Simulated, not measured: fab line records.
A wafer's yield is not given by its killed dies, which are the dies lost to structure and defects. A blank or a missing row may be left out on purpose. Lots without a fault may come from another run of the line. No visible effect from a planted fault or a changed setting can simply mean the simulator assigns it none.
fab line records	flow n5_finfet	part 1 of 2: steps 1 to 30 of 41
record: lots: 5	wafers: 15	last_day: 17
route steps=1938 shown WELL_APT@25 PMOS_HMC_CHANNEL_EPI@57
lots that met no fault: taken from a fault-free run of the same line
start_h: start of the lot's first displayed wafer, in hours after the record's first day	wait_h: how many hours have passed since the lot's step before this one	" as in the row above	L1.1+2: a single row standing in for several wafers	- either no value or no given start	* or withheld: withheld	< > ~ a bound
route shown NAME@n: names a module that has steps shown in the file, with the first one's number in the route	usual: the fault-free wafers' mean and standard deviation	same: alike in all rows	chamber/n: place in a boat	sites: per-site readings	_std_site: how widely they spread, as a standard deviation	_edge_site: outer sites' mean less inner sites'	radius_mm: for every site, how far away it sits from the centre of the wafer	mask NAME#n: copy n	behind: tool/chamber where the wafer was last shaped	hold: what put the lot on hold/how long, in hours/how the hold closed	device: names the non-switching transistor (n, p or np)	end of line: at the end of the route, the tests of the same wafers	a step with no rows: only its recipe	killed: count of dies lost to structure and defects at first sort (not the wafer's yield)	map: per-die view of a wafer (x killed, . not killed, _ where there is no die)
set.NAME: setting as actually run; set.NAME@STEP: the setting as run at that earlier step	model.NAME: the simulator's own value behind a step, which no gauge read
a table for each step, a row for each wafer; lots at some steps of the route
services: from which hour (start_h, from the record's first day; less than 0 if before it) a tool's chamber was out of use, for how many hours, and why
== steps ==
step: N5_WELL_APT_PEB_06
recipe: peb_temp_c: 130	peb_time_s: 90
lot.wafer	tool	chamber	start_h	wait_h
L077.3+4+6	litho_track-03	0	31.59	0.0
L081.1+3+4	litho_track-03	0	55.57	0.1
L082.2+3+4	litho_track-02	0	61.57	0.0
L083.2+5+6	litho_track-02	0	67.72	0.0
L091.2+3+4	litho_track-01	0	115.47	0.0
step: N5_WELL_APT_DEVELOP_07
recipe: develop_time_s: 45	rinse_liquid: surfactant_rinse	dry: air_spin	dev_temp_c: 21
usual: developer_temp_C: 21.02/0.12
lot.wafer	tool	chamber	start_h	wait_h	developer_temp_C
L077.3	litho_track-03	0	-	-	20.97
L077.4	"	0	"	"	20.87
L077.6	"	0	"	"	21.05
L081.1	litho_track-03	0	-	-	21.11
L081.3	"	0	"	"	21.06
L081.4	"	0	"	"	21.07
L082.2	litho_track-02	0	-	-	21.06
L082.3	"	0	"	"	20.86
L082.4	"	0	"	"	21.05
L083.2	litho_track-02	0	-	-	20.91
L083.5	"	0	"	"	20.89
L083.6	"	0	"	"	20.88
L091.2	litho_track-01	0	-	-	20.74
L091.3	"	0	"	"	20.83
L091.4	"	0	"	"	20.79
step: N5_WELL_APT_HARDBAKE_12
recipe: temp_c: 130	time_s: 120
same: time_s: 120
lot.wafer	tool	chamber	start_h	wait_h
L077.3+4+6	litho_track-03	0	-	-
L081.1+3+4	litho_track-03	0	-	-
L082.2+3+4	litho_track-02	0	-	-
L083.2+5+6	litho_track-02	0	-	-
L091.2+3+4	litho_track-01	0	-	-
step: N5_WELL_APT_CD_MEAS_08
recipe: target_cd_nm: 200	landing_energy_ev: 500	detector: se_inlens
usual: cd_nm: 199.4/1.3
lot.wafer	tool	chamber	start_h	wait_h	cd_nm
L077.3	cd_sem-02	0	31.71	-	201.4
L077.4	"	0	"	"	201.2
L077.6	"	0	"	"	201.7
L081.1	cd_sem-01	0	55.69	-	200.1
L081.3	"	0	"	"	200.9
L081.4	"	0	"	"	198.3
L082.2	cd_sem-02	0	61.68	-	199.3
L082.3	"	0	"	"	198.8
L082.4	"	0	"	"	199.0
L083.2	cd_sem-02	0	67.83	-	200.0
L083.5	"	0	"	"	199.6
L083.6	"	0	"	"	200.6
L091.2	cd_sem-02	0	115.58	-	198.4
L091.3	"	0	"	"	199.2
L091.4	"	0	"	"	197.4
step: N5_WELL_APT_OVL_MEAS_09
recipe: points_per_wafer: 44
usual: NWELL_OVL: 2/5.4
same: points_per_wafer: 44
lot.wafer	tool	chamber	start_h	wait_h	NWELL_OVL[nm]
L077.3	overlay-02	0	31.74	0.0	-7
L077.4	"	0	"	"	-4
L077.6	"	0	"	"	-11
L081.1	overlay-01	0	55.72	0.0	2
L081.3	"	0	"	"	1
L081.4	"	0	"	"	3
L082.2	overlay-02	0	61.71	0.0	6
L082.3	"	0	"	"	-1
L082.4	"	0	"	"	4
L083.2	overlay-01	0	67.86	0.0	6
L083.5	"	0	"	"	-3
L083.6	"	0	"	"	9
L091.2	overlay-01	0	115.61	0.0	6
L091.3	"	0	"	"	3
L091.4	"	0	"	"	6
step: N5_WELL_APT_INSPECT_10
recipe: mode: adi	inspect_instrument: macro
usual: raw_defect_count: 2.0/1.3
lot.wafer	tool	chamber	start_h	wait_h	raw_defect_count
L077.3	defect_inspect-02	-	31.76	0.0	1
L077.4	"	-	"	"	1
L077.6	"	-	"	"	2
L081.1	defect_inspect-01	-	55.74	0.0	0
L081.3	"	-	"	"	4
L081.4	"	-	"	"	4
L082.2	defect_inspect-01	-	61.73	0.0	2
L082.3	"	-	"	"	1
L082.4	"	-	"	"	2
L083.2	defect_inspect-01	-	67.89	0.0	1
L083.5	"	-	"	"	1
L083.6	"	-	"	"	1
L091.2	defect_inspect-02	-	115.63	0.0	4
L091.3	"	-	"	"	1
L091.4	"	-	"	"	1
step: N5_WELL_APT_DESCUM_13
recipe: chemistry: O2	time_s: 7.9	source_power_w: 50	bias_power_w: 20	pressure_mtorr: 20	rf_frequency_hz: 2.712e+07	temp_c: 40	o2_flow_sccm: 225
usual: drypump_motor_current_A: 5.9/0.63	oes_product_au: 0.80/0.083	rf_vpp_V: 243.4/1.7	showerhead_plenum_p_Torr: 2.11/0.086	throttle_valve_pct: 20.33/0.25
same: time_s: 7.9
lot.wafer	tool	chamber	start_h	wait_h	drypump_motor_current_A	oes_product_au	rf_hours_counter_h	rf_vpp_V	showerhead_plenum_p_Torr	throttle_valve_pct
L077.3	rie_diel-05	3	31.83	0.1	6.2	0.75	188	241.2	2.01	20.41
L077.4	"	2	"	"	5.6	0.77	144	246.8	2.18	20.60
L077.6	"	2	"	"	5.6	0.76	-	245.3	2.18	20.59
L081.1	rie_diel-01	1	55.81	0.1	6.2	0.86	51	245.9	2.23	20.40
L081.3	"	2	"	"	4.9	0.75	150	240.7	2.01	20.41
L081.4	"	0	"	"	6.8	0.77	126	243.2	2.10	20.45
L082.2	rie_diel-05	0	61.77	0.0	5.6	0.70	205	245.6	2.17	20.72
L082.3	"	1	"	"	6.5	0.74	164	243.4	2.07	19.90
L082.4	"	3	"	"	6.3	0.74	196	242.2	2.01	20.44
L083.2	rie_diel-01	3	68.11	0.2	5.1	0.91	16	242.7	2.03	19.90
L083.5	"	1	"	"	6.1	0.87	-	243.4	2.22	20.42
L083.6	"	0	"	"	6.8	0.77	-	244.1	2.10	20.47
L091.2	rie_diel-05	1	115.69	0.1	6.5	0.72	181	241.7	2.07	19.94
L091.3	"	3	"	"	6.2	0.73	213	241.6	2.00	20.45
L091.4	"	3	"	"	6.2	0.72	-	241.0	2.00	20.44
step: N5_WELL_APT_IMPLANT_14
recipe: species: P	energy_kev: 160	dose_cm2: 1.5e+13	tilt_deg: 0	rotation_deg: 0
usual: beam_on_s: 10.02/0.2
lot.wafer	tool	chamber	start_h	wait_h	beam_on_s
L077.3	implanter-01	0	31.99	0.1	9.64
L077.4	"	0	"	"	10.38
L077.6	"	0	"	"	9.88
L081.1	implanter-01	0	55.91	0.1	10.17
L081.3	"	0	"	"	9.82
L081.4	"	0	"	"	10.08
L082.2	implanter-02	0	61.90	0.1	9.78
L082.3	"	0	"	"	10.03
L082.4	"	0	"	"	9.35
L083.2	implanter-01	0	68.24	0.1	9.52
L083.5	"	0	"	"	9.79
L083.6	"	0	"	"	9.87
L091.2	implanter-01	0	115.82	0.1	9.77
L091.3	"	0	"	"	9.84
L091.4	"	0	"	"	10.72
step: N5_WELL_APT_IMPLANT_15
recipe: species: As	energy_kev: 25	dose_cm2: 1.5e+13	tilt_deg: 0	rotation_deg: 0
usual: beam_on_s: 10.03/0.19
lot.wafer	tool	chamber	start_h	wait_h	beam_on_s
L077.3	implanter-01	0	32.17	0.1	9.92
L077.4	"	0	"	"	9.57
L077.6	"	0	"	"	9.71
L081.1	implanter-01	0	56.09	0.1	9.82
L081.3	"	0	"	"	10.08
L081.4	"	0	"	"	10.12
L082.2	implanter-02	0	62.08	0.1	10.02
L082.3	"	0	"	"	10.02
L082.4	"	0	"	"	10.17
L083.2	implanter-01	0	68.42	0.1	10.12
L083.5	"	0	"	"	10.17
L083.6	"	0	"	"	9.99
L091.2	implanter-01	0	116.00	0.1	10.13
L091.3	"	0	"	"	10.10
L091.4	"	0	"	"	9.94
step: N5_WELL_APT_STRIP_16
recipe: chemistry: SPM	time_s: 900	temp_c: 130	h2so4_h2o2_vol_ratio: 4	dry: ipa_marangoni
same: time_s: 900
lot.wafer	tool	chamber	start_h	wait_h
L077.3+4+6	wet_bench-02	1,7,5	32.32	0.1
L081.1+3+4	wet_bench-06	4,3,2	56.30	0.2
L082.2+3+4	wet_bench-02	2,7,1	62.25	0.1
L083.2+5+6	wet_bench-02	5,3,1	68.59	0.1
L091.2+3+4	wet_bench-02	6,5,7	116.18	0.1
step: N5_WELL_APT_HMDS_18
recipe: time_s: 60	temp_c: 120
same: time_s: 60
lot.wafer	tool	chamber	start_h	wait_h
L077.3+4+6	litho_track-01	0	32.59	0.0
L081.1+3+4	litho_track-02	0	56.57	0.0
L082.2+3+4	litho_track-02	0	62.53	0.0
L083.2+5+6	litho_track-03	0	68.87	0.0
L091.2+3+4	litho_track-01	0	116.46	0.0
step: N5_WELL_APT_COAT_19
recipe: spin_rpm: 1357	resist_thk_nm: 950
lot.wafer	tool	chamber	start_h	wait_h
L077.3+4+6	litho_track-01	0	-	-
L081.1+3+4	litho_track-02	0	-	-
L082.2+3+4	litho_track-02	0	-	-
L083.2+5+6	litho_track-03	0	-	-
L091.2+3+4	litho_track-01	0	-	-
step: N5_WELL_APT_EBR_21
recipe: solvent: PGMEA	ebr_width_mm: 1.5
same: ebr_width_mm: 1.5
lot.wafer	tool	chamber	start_h	wait_h
L077.3+4+6	litho_track-01	0	-	-
L081.1+3+4	litho_track-02	0	-	-
L082.2+3+4	litho_track-02	0	-	-
L083.2+5+6	litho_track-03	0	-	-
L091.2+3+4	litho_track-01	0	-	-
step: N5_WELL_APT_SOFTBAKE_20
recipe: temp_c: 130	time_s: 60
same: time_s: 60
lot.wafer	tool	chamber	start_h	wait_h
L077.3+4+6	litho_track-01	0	-	-
L081.1+3+4	litho_track-02	0	-	-
L082.2+3+4	litho_track-02	0	-	-
L083.2+5+6	litho_track-03	0	-	-
L091.2+3+4	litho_track-01	0	-	-
step: N5_WELL_APT_EXPOSE_22
recipe: mask_id: PWELL	na: 0.8	source_shape: conventional	sigma_outer: 0.8	polarization: unpolarized	defocus_nm: 0	target_cd_nm: 200	dose_mj: 23.2
usual: exposure_dose_mJ_cm2: 23.178/0.023
lot.wafer	tool	chamber	start_h	wait_h	mask	exposure_dose_mJ_cm2
L077.3	krf_scanner-01	0	32.70	-	PWELL#0	23.214
L077.4	"	0	"	"	PWELL#0	23.169
L077.6	"	0	"	"	PWELL#0	23.159
L081.1	krf_scanner-02	0	56.67	-	PWELL#0	23.146
L081.3	"	0	"	"	PWELL#0	23.165
L081.4	"	0	"	"	PWELL#0	23.182
L082.2	krf_scanner-02	0	62.63	-	PWELL#0	23.151
L082.3	"	0	"	"	PWELL#0	23.167
L082.4	"	0	"	"	PWELL#0	23.141
L083.2	krf_scanner-01	0	69.10	-	PWELL#0	23.209
L083.5	"	0	"	"	PWELL#0	23.162
L083.6	"	0	"	"	PWELL#0	23.203
L091.2	krf_scanner-01	0	116.56	-	PWELL#0	23.149
L091.3	"	0	"	"	PWELL#0	23.157
L091.4	"	0	"	"	PWELL#0	23.180
step: N5_WELL_APT_PEB_23
recipe: peb_temp_c: 130	peb_time_s: 90
lot.wafer	tool	chamber	start_h	wait_h
L077.3+4+6	litho_track-01	0	32.75	0.0
L081.1+3+4	litho_track-01	0	56.73	0.1
L082.2+3+4	litho_track-03	0	62.69	0.0
L083.2+5+6	litho_track-01	0	69.15	0.0
L091.2+3+4	litho_track-02	0	116.61	0.0
step: N5_WELL_APT_DEVELOP_24
recipe: develop_time_s: 45	rinse_liquid: surfactant_rinse	dry: air_spin	dev_temp_c: 21
usual: developer_temp_C: 21.00/0.11
lot.wafer	tool	chamber	start_h	wait_h	developer_temp_C
L077.3	litho_track-01	0	-	-	20.98
L077.4	"	0	"	"	20.84
L077.6	"	0	"	"	20.87
L081.1	litho_track-01	0	-	-	20.98
L081.3	"	0	"	"	21.13
L081.4	"	0	"	"	21.03
L082.2	litho_track-03	0	-	-	21.04
L082.3	"	0	"	"	20.86
L082.4	"	0	"	"	20.82
L083.2	litho_track-01	0	-	-	21.11
L083.5	"	0	"	"	20.96
L083.6	"	0	"	"	21.10
L091.2	litho_track-02	0	-	-	20.96
L091.3	"	0	"	"	21.01
L091.4	"	0	"	"	21.03
step: N5_WELL_APT_HARDBAKE_29
recipe: temp_c: 130	time_s: 120
same: time_s: 120
lot.wafer	tool	chamber	start_h	wait_h
L077.3+4+6	litho_track-01	0	-	-
L081.1+3+4	litho_track-01	0	-	-
L082.2+3+4	litho_track-03	0	-	-
L083.2+5+6	litho_track-01	0	-	-
L091.2+3+4	litho_track-02	0	-	-
step: N5_WELL_APT_CD_MEAS_25
recipe: target_cd_nm: 200	landing_energy_ev: 500	detector: se_inlens
usual: cd_nm: 200.0/1.9
lot.wafer	tool	chamber	start_h	wait_h	cd_nm
L077.3	cd_sem-03	0	32.86	-	198.5
L077.4	"	0	"	"	199.5
L077.6	"	0	"	"	198.1
L081.1	cd_sem-03	0	56.84	-	199.7
L081.3	"	0	"	"	196.3
L081.4	"	0	"	"	198.1
L082.2	cd_sem-03	0	62.80	-	200.1
L082.3	"	0	"	"	200.0
L082.4	"	0	"	"	200.6
L083.2	cd_sem-03	0	69.27	-	197.8
L083.5	"	0	"	"	198.7
L083.6	"	0	"	"	201.1
L091.2	cd_sem-01	0	116.73	-	199.8
L091.3	"	0	"	"	201.2
L091.4	"	0	"	"	198.5
step: N5_WELL_APT_OVL_MEAS_26
recipe: points_per_wafer: 44
usual: PWELL_OVL: -5/5.9
same: points_per_wafer: 44
lot.wafer	tool	chamber	start_h	wait_h	PWELL_OVL[nm]
L077.3	overlay-01	0	32.89	0.0	4
L077.4	"	0	"	"	1
L077.6	"	0	"	"	2
L081.1	overlay-02	0	56.87	0.0	-12
L081.3	"	0	"	"	-17
L081.4	"	0	"	"	-7
L082.2	overlay-02	0	62.83	0.0	-2
L082.3	"	0	"	"	-2
L082.4	"	0	"	"	3
L083.2	overlay-01	0	69.30	0.0	0
L083.5	"	0	"	"	3
L083.6	"	0	"	"	-4
L091.2	overlay-01	0	116.76	0.0	-5
L091.3	"	0	"	"	-3
L091.4	"	0	"	"	-8
step: N5_WELL_APT_INSPECT_27
recipe: mode: adi	inspect_instrument: macro
usual: raw_defect_count: 2.0/1.5
lot.wafer	tool	chamber	start_h	wait_h	raw_defect_count
L077.3	defect_inspect-02	-	32.92	0.0	2
L077.4	"	-	"	"	1
L077.6	"	-	"	"	4
L081.1	defect_inspect-01	-	56.90	0.0	0
L081.3	"	-	"	"	3
L081.4	"	-	"	"	2
L082.2	defect_inspect-01	-	62.85	0.0	5
L082.3	"	-	"	"	1
L082.4	"	-	"	"	2
L083.2	defect_inspect-01	-	69.32	0.0	2
L083.5	"	-	"	"	6
L083.6	"	-	"	"	6
L091.2	defect_inspect-01	-	116.78	0.0	1
L091.3	"	-	"	"	2
L091.4	"	-	"	"	1
step: N5_WELL_APT_DESCUM_30
recipe: chemistry: O2	time_s: 7.9	source_power_w: 50	bias_power_w: 20	pressure_mtorr: 20	rf_frequency_hz: 2.712e+07	temp_c: 40	o2_flow_sccm: 225
usual: drypump_motor_current_A: 5.9/0.61	oes_product_au: 0.80/0.083	rf_vpp_V: 243.5/1.6	showerhead_plenum_p_Torr: 2.11/0.088	throttle_valve_pct: 20.32/0.25
same: time_s: 7.9
lot.wafer	tool	chamber	start_h	wait_h	drypump_motor_current_A	oes_product_au	rf_hours_counter_h	rf_vpp_V	showerhead_plenum_p_Torr	throttle_valve_pct
L077.3	rie_diel-05	3	32.95	0.0	6.2	0.74	189	241.6	2.01	20.41
L077.4	"	2	"	"	5.6	0.76	144	245.1	2.18	20.58
L077.6	"	3	"	"	6.2	0.74	-	242.3	2.01	20.41
L081.1	rie_diel-02	3	56.93	0.0	5.9	0.68	244	239.6	1.99	20.76
L081.3	"	2	"	"	5.6	0.88	36	244.6	2.12	20.26
L081.4	"	3	"	"	6.0	0.69	-	242.0	1.99	20.75
L082.2	rie_diel-01	0	62.89	0.0	6.8	0.78	129	242.1	2.10	20.46
L082.3	"	2	"	"	4.9	0.75	152	243.0	2.01	20.41
L082.4	"	3	"	"	5.1	0.91	14	243.1	2.03	19.90
L083.2	rie_diel-02	2	69.36	0.0	5.7	0.87	42	244.8	2.12	20.27
L083.5	"	2	"	"	5.7	0.87	-	243.1	2.12	20.30
L083.6	"	0	"	"	6.2	0.74	-	244.3	2.17	20.03
L091.2	rie_diel-01	0	116.81	0.0	6.8	0.75	145	242.8	2.09	20.50
L091.3	"	1	"	"	6.1	0.85	70	245.1	2.22	20.44
L091.4	"	3	"	"	5.1	0.89	32	242.1	2.03	19.93
step: N5_WELL_APT_IMPLANT_31
recipe: species: B	energy_kev: 60	dose_cm2: 1.5e+13	tilt_deg: 0	rotation_deg: 0
usual: beam_on_s: 10.01/0.2
lot.wafer	tool	chamber	start_h	wait_h	beam_on_s
L077.3	implanter-02	0	33.11	0.1	9.87
L077.4	"	0	"	"	10.27
L077.6	"	0	"	"	9.80
L081.1	implanter-02	0	57.03	0.1	9.97
L081.3	"	0	"	"	10.18
L081.4	"	0	"	"	10.17
L082.2	implanter-01	0	63.02	0.1	9.83
L082.3	"	0	"	"	9.92
L082.4	"	0	"	"	10.05
L083.2	implanter-02	0	69.48	0.1	9.97
L083.5	"	0	"	"	9.88
L083.6	"	0	"	"	10.31
L091.2	implanter-02	0	116.94	0.1	10.21
L091.3	"	0	"	"	10.21
L091.4	"	0	"	"	10.11
step: N5_WELL_APT_IMPLANT_32
recipe: species: BF2	energy_kev: 50	dose_cm2: 2e+13	tilt_deg: 0	rotation_deg: 0
usual: beam_on_s: 9.97/0.2
lot.wafer	tool	chamber	start_h	wait_h	beam_on_s
L077.3	implanter-02	0	33.29	0.1	10.08
L077.4	"	0	"	"	10.00
L077.6	"	0	"	"	9.67
L081.1	implanter-02	0	57.21	0.1	10.07
L081.3	"	0	"	"	9.76
L081.4	"	0	"	"	10.40
L082.2	implanter-01	0	63.20	0.1	10.08
L082.3	"	0	"	"	9.61
L082.4	"	0	"	"	9.91
L083.2	implanter-02	0	69.66	0.1	10.26
L083.5	"	0	"	"	10.22
L083.6	"	0	"	"	9.96
L091.2	implanter-02	0	117.12	0.1	9.99
L091.3	"	0	"	"	9.70
L091.4	"	0	"	"	9.72
step: N5_WELL_APT_STRIP_33
recipe: chemistry: SPM	time_s: 900	temp_c: 130	h2so4_h2o2_vol_ratio: 4	dry: ipa_marangoni
same: time_s: 900
lot.wafer	tool	chamber	start_h	wait_h
L077.3+4+6	wet_bench-06	6,1,5	33.44	0.1
L081.1+3+4	wet_bench-06	2,1,7	57.42	0.2
L082.2+3+4	wet_bench-06	1,5,2	63.37	0.1
L083.2+5+6	wet_bench-02	0,3,6	69.84	0.1
L091.2+3+4	wet_bench-04	2,7,6	117.30	0.1
step: N5_WELL_APT_RTA_34
recipe: temp_c: 1000	time_s: 10	ambient: N2	idle_temp_c: 600	ramp_up_c_per_s: 150	ramp_down_c_per_s: 60	cool_to_c: 600
usual: lamp_power_pct: 13.01/0.053	wafer_temp_C_max: 1003.6/1.1
same: time_s: 10
lot.wafer	tool	chamber	start_h	wait_h	lamp_power_pct	wafer_temp_C_max
L077.3	rtp_anneal-02	0	33.75	0.1	13.01	1002.7
L077.4	"	0	"	"	12.99	1002.4
L077.6	"	0	"	"	13.04	1003.6
L081.1	rtp_anneal-02	0	57.69	0.0	12.96	1006.6
L081.3	"	0	"	"	13.05	1006.0
L081.4	"	0	"	"	13.04	1004.0
L082.2	rtp_anneal-02	0	63.67	0.0	12.98	1003.4
L082.3	"	0	"	"	13.00	1002.0
L082.4	"	0	"	"	12.87	1002.6
L083.2	rtp_anneal-02	0	70.14	0.0	13.00	1003.1
L083.5	"	0	"	"	12.98	1001.6
L083.6	"	0	"	"	13.05	1004.1
L091.2	rtp_anneal-01	0	117.60	0.0	13.06	1002.1
L091.3	"	0	"	"	13.01	1002.7
L091.4	"	0	"	"	13.00	1004.6
step: N5_WELL_APT_OXIDE_STRIP_42
recipe: chemistry: dHF	dilution: 25:1	time_s: 45	temp_c: 25	target: SiO2	target_depth_a: 120
same: time_s: 45
lot.wafer	tool	chamber	start_h	wait_h
L077.3+4+6	wet_bench-04	5,4,0	33.86	0.1
L081.1+3+4	wet_bench-04	2,0,3	57.84	0.1
L082.2+3+4	wet_bench-02	5,2,7	63.81	0.1
L083.2+5+6	wet_bench-06	7,5,6	70.26	0.1
L091.2+3+4	wet_bench-02	1,4,6	117.73	0.1
step: N5_WELL_APT_PRECLEAN_36
recipe: chemistry: O3/DIW	time_s: 45	temp_c: 22	o3_ppm: 10
same: time_s: 45
lot.wafer	tool	chamber	start_h	wait_h
L077.3+4+6	wet_bench-04	5,4,0	33.87	0.0
L081.1+3+4	wet_bench-04	2,0,3	57.87	0.0
L082.2+3+4	wet_bench-02	5,2,7	63.82	0.0
L083.2+5+6	wet_bench-06	7,5,6	70.28	0.0
L091.2+3+4	wet_bench-02	1,4,6	117.75	0.0
step: N5_WELL_APT_PRECLEAN_39
recipe: chemistry: dHF	time_s: 60	dilution: 150:1	temp_c: 25
same: time_s: 60
lot.wafer	tool	chamber	start_h	wait_h
L077.3+4+6	wet_bench-04	5,4,0	33.88	0.0
L081.1+3+4	wet_bench-04	2,0,3	57.89	0.0
L082.2+3+4	wet_bench-02	5,2,7	63.84	0.0
L083.2+5+6	wet_bench-06	7,5,6	70.29	0.0
L091.2+3+4	wet_bench-02	1,4,6	117.76	0.0
step: N5_WELL_APT_SRD_37
recipe: dry: ipa_marangoni	do_ppb: 5	time_s: 30	temp_c: 23	rinse_liquid: diw
usual: do_ppb: 5.00/0.047
same: time_s: 30
lot.wafer	tool	chamber	start_h	wait_h	do_ppb
L077.3	wet_bench-04	5	33.90	0.0	5.12
L077.4	"	4	"	"	5.04
L077.6	"	0	"	"	4.93
L081.1	wet_bench-04	2	57.93	0.0	5.10
L081.3	"	0	"	"	4.94
L081.4	"	3	"	"	5.01
L082.2	wet_bench-02	5	63.85	0.0	5.02
L082.3	"	2	"	"	4.95
L082.4	"	7	"	"	4.98
L083.2	wet_bench-06	7	70.31	0.0	5.02
L083.5	"	5	"	"	5.08
L083.6	"	6	"	"	5.02
L091.2	wet_bench-02	1	117.78	0.0	4.97
L091.3	"	4	"	"	4.99
L091.4	"	6	"	"	4.98
